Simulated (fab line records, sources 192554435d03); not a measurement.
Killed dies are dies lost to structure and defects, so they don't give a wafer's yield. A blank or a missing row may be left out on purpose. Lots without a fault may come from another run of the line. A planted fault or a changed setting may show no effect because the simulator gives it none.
Split-lot experiment | flow n5_finfet | 7 lots, 39 wafers read, on a route of 1938 steps

THE SPLIT
At N5_BEOL_M2_ALD_98 (deposits SiO2, target thk 2.5 nm, pulse time 1 s, co reactant pulse time 1 s), the setting ald_cycles was moved away from the recipe's 17 on 15 of the 39 wafers read, by -52.9% to +29.4%. The other wafers ran this setting at the recipe's value.

The reading is taken at the split's own step.

THE READING
SiO2_of_BEOL_M2_ALD_98.thk_nm (the simulator's own value, which no gauge read), in nm, at N5_BEOL_M2_ALD_98 (deposits SiO2, target thk 2.5 nm, pulse time 1 s, co reactant pulse time 1 s). The file gives no usual value for it. The 24 wafers here that ran the recipe average 2.4 nm, standard deviation 0.081 nm.

wafer  | tool, chamber at the split | ald_cycles as run | against the recipe | SiO2_of_BEOL_M2_ALD_98.thk_nm, nm | against lot-mates on the recipe
L074.2 | ald_sin-01, 3,1            | 17                | recipe             | 2.4                               | -
L074.3 | ald_sin-01, 3,1            | 17                | recipe             | 2.4                               | -
L074.6 | ald_sin-01, 2              | 17                | recipe             | 2.6                               | -
L075.1 | ald_sin-01, 2              | 17                | recipe             | 2.6                               | -
L075.2 | ald_sin-01, 1,3,2          | 22                | +29.4%             | 3.2                               | +0.7
L075.5 | ald_sin-01, 1,3,2          | 22                | +29.4%             | 3.2                               | +0.7
L075.6 | ald_sin-01, 1,3,2          | 22                | +29.4%             | 3.2                               | +0.7
L075.3 | ald_sin-01, 3,1            | 17                | recipe             | 2.4                               | -
L075.4 | ald_sin-01, 3,1            | 17                | recipe             | 2.4                               | -
L079.1 | ald_sin-04, 3,0,2          | 21                | +23.5%             | 3                                 | +0.5
L079.2 | ald_sin-04, 3,0,2          | 21                | +23.5%             | 3                                 | +0.5
L079.4 | ald_sin-04, 3,0,2          | 21                | +23.5%             | 3                                 | +0.5
L079.3 | ald_sin-04, 1,3            | 17                | recipe             | 2.6                               | -
L079.6 | ald_sin-04, 1,3            | 17                | recipe             | 2.6                               | -
L079.5 | ald_sin-04, 2              | 17                | recipe             | 2.4                               | -
L080.1 | ald_sin-04, 3,2,1,0,0,3    | 17                | recipe             | 2.4                               | -
L080.2 | ald_sin-04, 3,2,1,0,0,3    | 17                | recipe             | 2.4                               | -
L080.3 | ald_sin-04, 3,2,1,0,0,3    | 17                | recipe             | 2.4                               | -
L080.4 | ald_sin-04, 3,2,1,0,0,3    | 17                | recipe             | 2.4                               | -
L080.5 | ald_sin-04, 3,2,1,0,0,3    | 17                | recipe             | 2.4                               | -
L080.6 | ald_sin-04, 3,2,1,0,0,3    | 17                | recipe             | 2.4                               | -
L087.1 | ald_sin-03, 1,0,1          | 17                | recipe             | 2.4                               | -
L087.2 | ald_sin-03, 1,0,1          | 17                | recipe             | 2.4                               | -
L087.4 | ald_sin-03, 1,0,1          | 17                | recipe             | 2.4                               | -
L087.3 | ald_sin-03, 2              | 9                 | -47.1%             | 1.4                               | -1.0
L087.5 | ald_sin-03, 0,2            | 9                 | -47.1%             | 1.2                               | -1.2
L087.6 | ald_sin-03, 0,2            | 9                 | -47.1%             | 1.2                               | -1.2
L089.1 | ald_sin-04, 3,0,2          | 9                 | -47.1%             | 1.4                               | -1.1
L089.2 | ald_sin-04, 3,0,2          | 9                 | -47.1%             | 1.4                               | -1.1
L089.5 | ald_sin-04, 3,0,2          | 9                 | -47.1%             | 1.4                               | -1.1
L089.3 | ald_sin-04, 2              | 17                | recipe             | 2.6                               | -
L089.4 | ald_sin-04, 0,3            | 17                | recipe             | 2.4                               | -
L089.6 | ald_sin-04, 0,3            | 17                | recipe             | 2.4                               | -
L090.1 | ald_sin-01, 2,3,0          | 8                 | -52.9%             | 1.2                               | -1.2
L090.2 | ald_sin-01, 2,3,0          | 8                 | -52.9%             | 1.2                               | -1.2
L090.6 | ald_sin-01, 2,3,0          | 8                 | -52.9%             | 1.2                               | -1.2
L090.3 | ald_sin-01, 0,3,2          | 17                | recipe             | 2.4                               | -
L090.4 | ald_sin-01, 0,3,2          | 17                | recipe             | 2.4                               | -
L090.5 | ald_sin-01, 0,3,2          | 17                | recipe             | 2.4                               | -
Where a row lists several chambers, the file gives one row for several wafers and doesn't say which wafer went through which chamber.

THE FIT
A straight line over all 39 wafers: SiO2_of_BEOL_M2_ALD_98.thk_nm changes by +0.0238 nm for each +1% of ald_cycles; r = +0.99; the points scatter about the line by 0.077 nm.
The same after taking each lot's own level away (the mean of its wafers on the recipe; 39 wafers): +0.023 nm for each +1%; r = +0.99; scatter 0.068 nm.
On that fit, the largest move of ald_cycles shifts the reading by 1.2 nm.
The lots' own levels span 2.40 to 2.53 nm, that is 1.6 times the standard deviation above.
So the lot-to-lot level changes the slope little: the two slopes agree.
Check: with one of the wafers moved furthest among these (-52.9%) left out of the fit, the line predicts -1.23 nm for it against its lot-mates. It came out at -1.2 nm against them.

OTHER SPLITS ON THESE WAFERS
These wafers also went through other splits before the reading. Each is held against what the fit with the lots' levels taken away leaves over:
other split on the same wafers        | wafers away from the commonest value | r with SiO2_of_BEOL_M2_ALD_98.thk_nm (lot level and that fit taken away)
N5_FIN_SAQP_SPACER1_ALD_24 ald_cycles | 15                                   | -0.10
N5_SD_EPI_P_DESCUM_14 time_s          | 18                                   | +0.06
N5_GATE_CUT_DESCUM_18 time_s          | 18                                   | +0.19

THE FILE'S OWN FIT
SiO2_of_BEOL_M2_ALD_98.thk_nm changes by +0.0231 nm for each +1% of ald_cycles, r = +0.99.
